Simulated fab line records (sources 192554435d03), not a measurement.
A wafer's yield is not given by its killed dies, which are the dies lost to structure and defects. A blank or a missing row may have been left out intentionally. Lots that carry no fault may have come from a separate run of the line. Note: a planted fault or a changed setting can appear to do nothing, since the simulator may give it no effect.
A lot that was struck, set against a sound lot | flow n5Finfet | 20 out of 1938 route steps
Sound: wafers L737.2, L737.4, L737.6. Wafers L747.1, L747.3, L747.4 were the ones struck. At the end, the cause is stated.
At each step with rows: each side's tool, then ch and its chambers, then its first start. Under that, the readings that differ: sound wafers | struck wafers | difference of the means | sigmas: that difference in standard deviations of wafers without a fault.
alike: a reading whose means differ by less than 2 such deviations, as well as words and numbers matching on both sides. not compared: withheld readings; readings where some wafer has no value; bounds like >300 that might hide an equal value; numbers whose values overlap and for which the record gives no deviation.
A row with sigmas, a row that says differs or no value, or rows on one side alone: a step with any of these is where the two part. Non-overlapping numbers with no deviation appear without sigmas and do not part them. A reading that every wafer of one side lacks parts them only if that side has two wafers or more.

first, 1 step without rows for these wafers: N5_ZERO_LAYER_HARDBAKE_23 (time 120 s).
N5_ZERO_LAYER_CD_MEAS_11: target cd 2000 nm.
  sound on cdSem-02 ch 0, day 1 12:46; struck on cdSem-03 ch 0, day 4 00:47
  alike: cdNm
N5_ZERO_LAYER_DESCUM_16: chemistry O2, time 7.9 s.
  sound on rieDiel-05 ch 0,1, day 1 12:48; struck on rieDiel-04 ch 0,3, day 4 00:49
reading             | sound          | struck         | difference | sigmas
oesProductAu (a.u.) | 0.95 0.93 0.93 | 0.77 0.78 0.77 | -0.16      | -2
  alike: drypumpMotorCurrentA, rfVppV, showerheadPlenumPTorr, tempC, throttleValvePct
  not compared: rfHoursCounterH
N5_ZERO_LAYER_ETCH_17: etches SiO2 in CF4, target depth 12 nm, time 13.3 s.
  sound on rieDiel-05 ch 0,1, day 1 12:50; struck on rieDiel-04 ch 0,3, day 4 00:52
reading             | sound          | struck         | difference | sigmas
oesProductAu (a.u.) | 0.97 0.94 0.93 | 0.77 0.76 0.77 | -0.18      | -2
  alike: drypumpMotorCurrentA, rfVppV, showerheadPlenumPTorr, throttleValvePct
  not compared: rfHoursCounterH
N5_ZERO_LAYER_ETCH_18: etches Si in HBr/Cl2, target depth 120 nm, time 40 s.
  sound on rieSi-04 ch 1,2,3, day 1 12:55; struck on rieSi-01 ch 1,2,3, day 4 00:56
  alike: drypumpMotorCurrentA, oesProductAu, throttleValvePct
  not compared: rfHoursCounterH
N5_ZERO_LAYER_STRIP_24: strips in O2.
  sound on plasmaAsher-01 ch 0,1, day 1 13:01; struck on plasmaAsher-01 ch 0,1, day 4 01:04
  alike: drypumpMotorCurrentA, heaterPowerW, oesProductAu, stripTimeToEndpointS, tempC
  not compared: rfHoursCounterH
then, 1 step without rows for these wafers: N5_ZERO_LAYER_STRIP_19 (strips in SPM, time 900 s).
N5_ZERO_LAYER_INSPECT_20: inspects for defects (darkfield).
  sound on defectInspect-02, day 1 13:23; struck on defectInspect-02, day 4 01:25
  alike: rawDefectCount
then, 4 steps without rows for these wafers: N5_WELL_APT_HMDS_01 (time 60 s); N5_WELL_APT_COAT_02 (resist thk 950 nm); N5_WELL_APT_EBR_04; N5_WELL_APT_SOFTBAKE_03 (time 60 s).
N5_WELL_APT_EXPOSE_05: exposes mask NWELL, defocus 0 nm, target cd 200 nm.
  struck on krfScanner-01, day 4 01:41; sound on krfScanner-01 ch 0, day 1 13:38
  no value came back on the struck wafers for any of 5 readings (exposureDoseMJCm2, focusOffsetNm (nm) and others); on the sound wafers exposureDoseMJCm2 reads 20.280 20.287 20.293
  alike: mask
then, 3 steps without rows for these wafers: N5_WELL_APT_PEB_06 (peb time 90 s); N5_WELL_APT_DEVELOP_07 (develop time 45 s); N5_WELL_APT_HARDBAKE_12 (time 120 s).
N5_WELL_APT_CD_MEAS_08: target cd 200 nm.
  sound on cdSem-02 ch 0, day 1 13:49; struck on cdSem-03 ch 0, day 4 01:51
reading   | sound             | struck | difference                    | sigmas
cdNm (nm) | 198.8 198.7 199.7 | - - -  | no value on the struck wafers | 
N5_WELL_APT_OVL_MEAS_09:
  sound on overlay-01 ch 0, day 1 13:50; struck on overlay-01 ch 0, day 4 01:53
reading        | sound   | struck | difference                    | sigmas
NWELL_OVL (nm) | 9 12 11 | - - -  | no value on the struck wafers | 
N5_BEOL_M4_RC_MEAS_101:
  the record has rows for the sound wafers here (prober-01 ch 0, day 7 19:46) and none for the struck ones
-- a jump in the record: the struck wafers' starts before and after are 12 days apart (it breaks off in module BEOL_M4 and resumes in module PASSIVATION, where the first step shown is number 1936 of the route) --
N5_PASSIVATION_PROBE_49:
  sound on prober-01, day 12 06:50; struck on prober-01, day 16 10:09
reading          | sound    | struck         | difference | sigmas
killedAtFrontEnd | 21 30 26 | 1099 1097 1108 | +1076      | +99 or more
killedDies       | 93 88 83 | 1180 1180 1180 | +1092      | +61
killedOnRim      | 19 16 14 | 152 152 152    | +136       | +33
  alike: killed_at_M0_to_M3, killed_at_M4_up, killedAtContacts, killedAtOther, killedOpen, killedShort

== WHERE THEY PART ==
At N5_ZERO_LAYER_DESCUM_16 first; at N5_PASSIVATION_PROBE_49 last (within this record only).

WHY: what had been put in by the simulator
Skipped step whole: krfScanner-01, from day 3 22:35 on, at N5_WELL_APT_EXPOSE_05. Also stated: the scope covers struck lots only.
